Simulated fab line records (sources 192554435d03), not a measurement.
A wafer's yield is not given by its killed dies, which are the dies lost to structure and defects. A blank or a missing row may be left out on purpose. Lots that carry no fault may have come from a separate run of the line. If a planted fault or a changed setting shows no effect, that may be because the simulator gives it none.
fab line records ; flow n5_finfet ; part 2 of 2: steps 5 to 6 of 6
record: lots: 22; wafers: 66; last_day: 17
route steps=1938 shown MOL_CONTACT_COAG@573
lots that met no fault: from a run of the same line without faults
start_h: the number of hours between the record's first day and the start of the first shown wafer of the lot ; wait_h: time in hours since the lot's previous step ; " repeats the value in the row above ; L1.1+2: one row covering several wafers at once ; - no value present, or no start provided ; * or withheld: withheld ; < > ~ a bound
route shown NAME@n: names a module that has steps shown in the file, with the first one's number in the route ; usual: mean/standard deviation of fault-free wafers ; same: alike in all rows ; chamber/n: place in a boat ; sites: the reading at each site ; _std_site: how widely they spread, as a standard deviation ; _edge_site: inner sites' mean taken away from outer sites' mean ; radius_mm: for every site, how far away it sits from the centre of the wafer ; mask NAME#n: copy n ; behind: the tool/chamber that last shaped the wafer ; hold: reason for holding the lot/hours on hold/outcome of the hold ; device: the transistor (n, p or np) that didn't switch ; end of line: at the end of the route, the tests of the same wafers ; step lacking rows: just its recipe ; killed: not the wafer's yield, but the dies lost to structure and defects at the first sort ; map: a wafer's dies, marking killed ones x, the rest . and places with no die _
set.NAME: the setting the step ran with; set.NAME@STEP: the setting that earlier step ran with ; model.NAME: the simulator's own value behind a step, which no gauge read
the route's steps for a sample of lots (tables are steps, rows are wafers)
services: when a tool's chamber went out of use (start_h, in hours from the record's first day, below 0 if earlier), for how many hours, and the reason
== steps ==
step: N5_MOL_CONTACT_COAG_VIA_ETCH_46
recipe: chemistry: C4F6/O2; target_depth_a: 460; overetch_a: 92; mask_material: SOC; target: SiO2; bias_w: 455; pressure_mtorr: 10; time_s: 40; source_w: 325; Ar_flow_sccm: 300; C4F6_flow_sccm: 10; O2_flow_sccm: 10; ion_energy_ev: 575.3; ends: end_point
usual: O2_flow_sccm: 10.00/0.032; drypump_motor_current_A: 5.55/0.29; oes_product_au: 0.70/0.07; rf_vpp_V: 1584/47; showerhead_plenum_p_Torr: 2.79/0.076; throttle_valve_pct: 41.1/0.69
lot.wafer;tool;chamber;start_h;wait_h;O2_flow_sccm;drypump_motor_current_A;oes_product_au;rf_hours_counter_h;rf_vpp_V;showerhead_plenum_p_Torr;throttle_valve_pct
L074.3;rie_diel-03;3;101.15;0.0;10.02;5.89;0.69;137;1554;2.82;40.4
L074.4;rie_diel-03;1;101.15;0.0;10.00;5.22;0.75;86;1621;2.73;40.2
L074.5;rie_diel-03;0;101.15;0.0;9.96;5.08;0.63;-;1613;2.94;40.7
L075.1;rie_diel-03;0;110.18;0.0;9.98;5.11;0.62;213;1613;2.94;40.7
L075.2;rie_diel-03;2;110.18;0.0;10.03;5.72;0.84;21;1645;2.90;40.9
L075.3;rie_diel-03;1;110.18;0.0;9.99;5.24;0.74;89;1620;2.73;40.2
L076.2;rie_diel-02;3;113.37;0.0;9.99;5.75;0.61;248;1618;2.79;41.6
L076.3;rie_diel-02;2;113.37;0.0;10.02;5.68;0.65;186;1556;2.79;41.1
L076.6;rie_diel-02;3;113.37;0.0;10.02;5.76;0.62;-;1619;2.79;41.6
L077.1;rie_diel-02;0;119.74;0.0;9.99;5.67;0.65;190;1497;2.69;41.0
L077.3;rie_diel-02;2;119.74;0.0;9.99;5.68;0.65;189;1555;2.79;41.1
L077.6;rie_diel-02;0;119.74;0.0;10.01;5.67;0.66;-;1497;2.69;41.0
L078.1;rie_diel-06;1;120.36;0.0;10.02;5.42;0.83;16;1579;2.90;40.8
L078.5;rie_diel-06;2;120.36;0.0;10.01;5.51;0.78;-;1552;2.89;41.7
L078.6;rie_diel-06;1;120.36;0.0;9.99;5.42;0.83;-;1580;2.90;40.8
L079.3;rie_diel-02;1;130.18;0.0;10.02;5.22;0.68;111;1640;2.78;42.5
L079.4;rie_diel-02;0;130.18;0.0;10.05;5.71;0.66;-;1498;2.69;41.0
L079.5;rie_diel-02;1;130.18;0.0;9.99;5.20;0.69;-;1640;2.78;42.5
L080.2;rie_diel-02;2;133.55;0.0;10.03;5.69;0.64;196;1556;2.79;41.2
L080.4;rie_diel-02;0;133.55;0.0;9.99;5.71;0.67;-;1498;2.69;41.0
L080.6;rie_diel-02;1;133.55;0.0;10.02;5.21;0.70;-;1641;2.78;42.5
L081.2;rie_diel-06;2;138.61;0.0;10.00;5.56;0.76;62;1552;2.89;41.7
L081.3;rie_diel-06;1;138.61;0.0;9.98;5.41;0.81;21;1579;2.90;40.8
L081.4;rie_diel-06;0;138.61;0.0;9.99;6.02;0.80;21;1585;2.75;40.0
L082.2;rie_diel-06;0;148.78;0.0;10.02;6.05;0.81;26;1583;2.75;40.0
L082.3;rie_diel-06;1;148.78;0.0;9.99;5.41;0.82;25;1580;2.90;40.8
L082.6;rie_diel-06;0;148.78;0.0;10.06;6.04;0.82;-;1585;2.75;40.0
L083.1;rie_diel-03;1;153.14;0.0;10.01;5.24;0.74;103;1620;2.73;40.2
L083.4;rie_diel-03;0;153.14;0.0;9.96;5.10;0.62;228;1612;2.93;40.7
L083.5;rie_diel-03;3;153.14;0.0;9.98;5.89;0.67;-;1555;2.82;40.4
L084.1;rie_diel-02;3;161.81;0.0;10.02;5.74;0.83;6;1618;2.79;41.3
L084.3;rie_diel-02;0;161.81;0.0;9.91;5.68;0.66;207;1497;2.69;41.0
L084.6;rie_diel-02;3;161.81;0.0;10.03;5.75;0.86;-;1618;2.79;41.3
L086.1;rie_diel-02;0;176.36;0.0;10.00;5.69;0.66;212;1496;2.68;41.0
L086.3;rie_diel-02;1;176.36;0.0;9.99;5.22;0.66;131;1642;2.77;42.5
L086.4;rie_diel-02;2;176.36;0.0;9.98;5.70;0.64;213;1554;2.78;41.2
L087.1;rie_diel-02;0;181.81;0.0;10.02;5.72;0.65;215;1494;2.68;41.0
L087.2;rie_diel-02;1;181.81;0.0;10.05;5.24;0.68;133;1640;2.77;42.5
L087.3;rie_diel-02;3;181.81;0.0;9.95;5.75;0.83;12;1617;2.79;41.3
L088.1;rie_diel-03;0;184.90;0.0;10.01;5.09;0.62;240;1611;2.93;40.7
L088.4;rie_diel-03;1;184.90;0.0;10.06;5.23;0.72;114;1621;2.72;40.2
L088.5;rie_diel-03;0;184.90;0.0;10.03;5.10;0.61;-;1612;2.93;40.7
L089.2;rie_diel-02;0;193.21;0.0;10.02;5.70;0.65;219;1497;2.68;41.0
L089.5;rie_diel-02;1;193.21;0.0;9.98;5.23;0.68;-;1639;2.77;42.5
L089.6;rie_diel-02;0;193.21;0.0;10.03;5.70;0.66;-;1497;2.68;41.1
L090.2;rie_diel-03;0;193.55;0.0;10.00;5.12;0.61;244;1610;2.92;40.7
L090.3;rie_diel-03;3;193.55;0.0;9.97;5.93;0.66;171;1554;2.81;40.4
L090.5;rie_diel-03;0;193.55;0.0;9.98;5.09;0.62;-;1610;2.92;40.7
L091.1;rie_diel-03;2;200.92;0.0;9.92;5.70;0.79;54;1643;2.89;41.0
L091.3;rie_diel-03;1;200.92;0.0;10.00;5.23;0.71;122;1618;2.72;40.2
L091.5;rie_diel-03;0;200.92;0.0;9.99;5.10;0.61;-;1611;2.92;40.7
L093.3;rie_diel-02;2;212.08;0.0;9.98;5.69;0.62;227;1553;2.77;41.2
L093.5;rie_diel-02;2;212.08;0.0;9.97;5.67;0.62;-;1553;2.77;41.2
L093.6;rie_diel-02;3;212.08;0.0;9.97;5.77;0.81;-;1617;2.78;41.3
L094.2;rie_diel-06;0;216.32;0.0;9.98;6.08;0.77;47;1584;2.74;40.1
L094.4;rie_diel-06;1;216.32;0.0;9.98;5.41;0.79;46;1579;2.89;40.9
L094.6;rie_diel-06;2;216.32;0.0;10.07;5.53;0.74;-;1550;2.88;41.7
L095.1;rie_diel-03;1;226.26;0.0;9.97;5.24;0.71;133;1619;2.71;40.2
L095.2;rie_diel-03;3;226.26;0.0;10.00;5.91;0.65;185;1552;2.80;40.5
L095.4;rie_diel-03;3;226.26;0.0;10.04;5.92;0.66;-;1553;2.80;40.5
L096.1;rie_diel-02;0;233.41;0.0;10.02;5.68;0.64;233;1496;2.68;41.1
L096.5;rie_diel-02;2;233.41;0.0;10.03;5.69;0.63;-;1554;2.77;41.2
L096.6;rie_diel-02;1;233.41;0.0;9.99;5.22;0.67;-;1640;2.76;42.6
L097.2;rie_diel-03;1;235.54;0.0;9.94;5.21;0.70;138;1619;2.71;40.2
L097.5;rie_diel-03;3;235.54;0.0;10.01;5.89;0.64;-;1555;2.80;40.5
L097.6;rie_diel-03;1;235.54;0.0;9.96;5.24;0.71;-;1618;2.71;40.2
step: N5_MOL_CONTACT_COAG_ETCH_65
recipe: chemistry: N2/H2; target: underlayer; target_depth_a: 130; mask_material: CAR-EUV; time_s: 10.4; ion_energy_ev: 200; pressure_mtorr: 30; source_w: 840; bias_w: 150; n2_flow_sccm: 200; h2_flow_sccm: 200; ends: cleared
usual: drypump_motor_current_A: 5.6/0.3; etch_rf_on_time_s: 10.6/0.32; oes_product_au: 0.66/0.068; rf_vpp_V: 523.1/2; showerhead_plenum_p_Torr: 2.51/0.068; throttle_valve_pct: 17.8/0.3
lot.wafer;tool;chamber;start_h;wait_h;drypump_motor_current_A;etch_rf_on_time_s;oes_product_au;rf_hours_counter_h;rf_vpp_V;showerhead_plenum_p_Torr;throttle_valve_pct
L074.3;rie_diel-02;2;102.40;0.0;5.7;10.1;0.64;181;523.6;2.52;18.1
L074.4;rie_diel-02;1;102.40;0.0;5.2;10.5;0.67;101;522.9;2.47;18.3
L074.5;rie_diel-02;3;102.40;0.0;5.8;10.5;0.59;-;522.1;2.53;18.4
L075.1;rie_diel-02;1;111.01;0.0;5.2;10.4;0.67;103;521.5;2.46;18.3
L075.2;rie_diel-02;2;111.01;0.0;5.7;10.1;0.63;184;523.8;2.52;18.1
L075.3;rie_diel-02;0;111.01;0.0;5.7;10.8;0.62;186;520.4;2.46;18.3
L076.2;rie_diel-03;0;114.68;0.0;5.1;10.3;0.61;215;527.6;2.63;17.8
L076.3;rie_diel-03;3;114.68;0.0;5.9;11.1;0.63;141;523.5;2.54;17.7
L076.6;rie_diel-03;1;114.68;0.0;5.2;10.7;0.70;-;522.5;2.43;17.5
L077.1;rie_diel-02;2;120.55;0.0;5.7;10.2;0.63;189;522.4;2.52;18.1
L077.3;rie_diel-02;0;120.55;0.0;5.7;11.0;0.62;190;522.9;2.46;18.4
L077.6;rie_diel-02;0;120.55;0.0;5.7;11.0;0.62;-;520.7;2.46;18.3
L078.1;rie_diel-03;3;121.40;0.0;5.9;11.0;0.62;143;525.2;2.54;17.7
L078.5;rie_diel-03;0;121.40;0.0;5.1;10.1;0.60;-;525.3;2.63;17.7
L078.6;rie_diel-03;1;121.40;0.0;5.2;10.6;0.70;-;520.1;2.43;17.5
L079.3;rie_diel-03;2;131.12;0.0;5.7;10.7;0.77;29;524.5;2.57;17.4
L079.4;rie_diel-03;3;131.12;0.0;5.9;11.0;0.63;148;523.8;2.54;17.8
L079.5;rie_diel-03;3;131.12;0.0;5.9;11.1;0.62;-;522.8;2.54;17.7
L080.2;rie_diel-03;1;134.49;0.0;5.2;10.7;0.69;97;520.7;2.43;17.5
L080.4;rie_diel-03;3;134.49;0.0;5.9;11.0;0.63;149;522.4;2.54;17.8
L080.6;rie_diel-03;3;134.49;0.0;5.9;11.0;0.62;-;525.7;2.54;17.8
L081.2;rie_diel-06;0;139.81;0.0;6.0;11.2;0.74;22;522.0;2.48;17.5
L081.3;rie_diel-06;2;139.81;0.0;5.5;10.1;0.75;63;526.1;2.60;18.0
L081.4;rie_diel-06;1;139.81;0.0;5.4;10.1;0.79;22;525.7;2.60;17.7
L082.2;rie_diel-02;1;149.59;0.0;5.2;10.4;0.66;121;522.8;2.46;18.3
L082.3;rie_diel-02;2;149.59;0.0;5.7;10.1;0.62;204;523.8;2.51;18.1
L082.6;rie_diel-02;3;149.59;0.0;5.8;10.3;0.84;-;522.3;2.53;18.0
L083.1;rie_diel-06;0;154.34;0.0;6.0;11.0;0.74;29;522.1;2.48;17.5
L083.4;rie_diel-06;1;154.34;0.0;5.4;10.3;0.78;28;523.7;2.60;17.7
L083.5;rie_diel-06;0;154.34;0.0;6.0;11.2;0.73;-;521.1;2.47;17.5
L084.1;rie_diel-02;3;162.81;0.0;5.7;10.4;0.81;6;523.5;2.52;18.0
L084.3;rie_diel-02;1;162.81;0.0;5.3;10.6;0.65;126;521.4;2.46;18.3
L084.6;rie_diel-02;2;162.81;0.0;5.7;10.3;0.60;-;522.1;2.51;18.2
L086.1;rie_diel-02;1;178.08;0.0;5.2;10.4;0.64;131;521.5;2.45;18.3
L086.3;rie_diel-02;2;178.08;0.0;5.7;10.1;0.62;214;522.1;2.51;18.2
L086.4;rie_diel-02;0;178.08;0.0;5.7;10.9;0.61;213;519.4;2.45;18.4
L087.1;rie_diel-03;2;184.67;0.0;5.7;10.7;0.73;47;524.6;2.56;17.5
L087.2;rie_diel-03;3;184.67;0.0;5.9;10.9;0.61;167;523.4;2.53;17.8
L087.3;rie_diel-03;0;184.67;0.0;5.1;10.1;0.60;240;525.4;2.62;17.8
L088.1;rie_diel-03;3;186.50;0.0;5.9;11.0;0.61;168;523.2;2.53;17.8
L088.4;rie_diel-03;0;186.50;0.0;5.1;10.1;0.60;241;525.9;2.62;17.8
L088.5;rie_diel-03;3;186.50;0.0;5.9;10.8;0.61;-;523.9;2.53;17.8
L089.2;rie_diel-03;2;194.15;0.0;5.7;10.8;0.74;51;524.1;2.56;17.5
L089.5;rie_diel-03;2;194.15;0.0;5.7;10.9;0.74;-;524.7;2.56;17.5
L089.6;rie_diel-03;3;194.15;0.0;5.9;11.1;0.60;-;524.4;2.53;17.8
L090.2;rie_diel-03;2;194.36;0.0;5.7;10.7;0.75;51;525.6;2.56;17.5
L090.3;rie_diel-03;1;194.36;0.0;5.3;10.7;0.68;119;521.2;2.42;17.5
L090.5;rie_diel-03;1;194.36;0.0;5.2;10.7;0.68;-;521.2;2.42;17.5
L091.1;rie_diel-03;0;201.88;0.0;5.1;10.0;0.60;247;526.1;2.62;17.8
L091.3;rie_diel-03;2;201.88;0.0;5.7;10.5;0.75;55;526.6;2.56;17.5
L091.5;rie_diel-03;1;201.88;0.0;5.2;10.6;0.68;-;521.0;2.42;17.5
L093.3;rie_diel-06;0;212.89;0.0;6.1;11.0;0.71;46;522.9;2.47;17.5
L093.5;rie_diel-06;3;212.89;0.0;5.9;10.6;0.58;-;520.4;2.40;18.0
L093.6;rie_diel-06;0;212.89;0.0;6.1;11.1;0.71;-;521.4;2.47;17.5
L094.2;rie_diel-06;2;217.68;0.0;5.5;10.0;0.72;86;524.5;2.59;18.1
L094.4;rie_diel-06;3;217.68;0.0;5.9;10.7;0.58;227;519.9;2.40;18.0
L094.6;rie_diel-06;3;217.68;0.0;5.9;10.5;0.59;-;520.3;2.40;18.0
L095.1;rie_diel-03;1;227.07;0.0;5.2;10.5;0.66;134;520.2;2.41;17.6
L095.2;rie_diel-03;3;227.07;0.0;5.9;10.9;0.60;185;523.8;2.52;17.8
L095.4;rie_diel-03;3;227.07;0.0;5.9;10.9;0.61;-;523.0;2.52;17.8
L096.1;rie_diel-03;3;234.36;0.0;5.9;11.0;0.60;189;522.3;2.52;17.8
L096.5;rie_diel-03;1;234.36;0.0;5.2;10.7;0.66;-;520.3;2.41;17.6
L096.6;rie_diel-03;3;234.36;0.0;5.9;11.1;0.60;-;522.4;2.52;17.8
L097.2;rie_diel-03;3;236.70;0.0;5.9;11.1;0.59;190;524.7;2.52;17.8
L097.5;rie_diel-03;1;236.70;0.0;5.2;10.6;0.66;-;521.1;2.41;17.6
L097.6;rie_diel-03;2;236.70;0.0;5.7;10.8;0.73;-;525.9;2.56;17.5
== services ==
tool;chamber;start_h;hours;kind
ald_sin-02;-;87.00;14.0;pm
rie_diel-02;-;91.15;2.8;pm
rie_diel-06;0;91.22;16.7;repair
ald_sin-03;2;111.45;3.5;repair
rie_diel-02;1;112.26;2.7;repair
rie_diel-02;3;116.22;-;clean
rie_diel-02;3;116.22;-;consumable_replace:focus_ring
rie_diel-02;3;116.22;31.6;scheduled_down
rie_diel-02;3;116.22;31.6;vent_cycle
ald_sin-04;3;118.43;18.7;repair
rie_diel-06;3;143.16;8.3;repair
ald_sin-02;3;155.95;8.6;repair
ald_sin-02;3;167.12;5.0;repair
rie_diel-06;-;174.34;14.6;pm
ald_sin-03;-;176.92;14.0;pm
rie_diel-02;-;198.01;0.6;repair
rie_diel-02;1;204.08;6.8;repair
rie_diel-03;0;211.06;-;clean
rie_diel-03;0;211.06;-;consumable_replace:focus_ring
rie_diel-03;0;211.06;26.7;scheduled_down
rie_diel-02;-;223.96;2.3;repair
ald_sin-02;3;225.72;5.2;repair
rie_diel-03;2;228.06;8.4;repair
rie_diel-06;2;235.93;8.0;repair
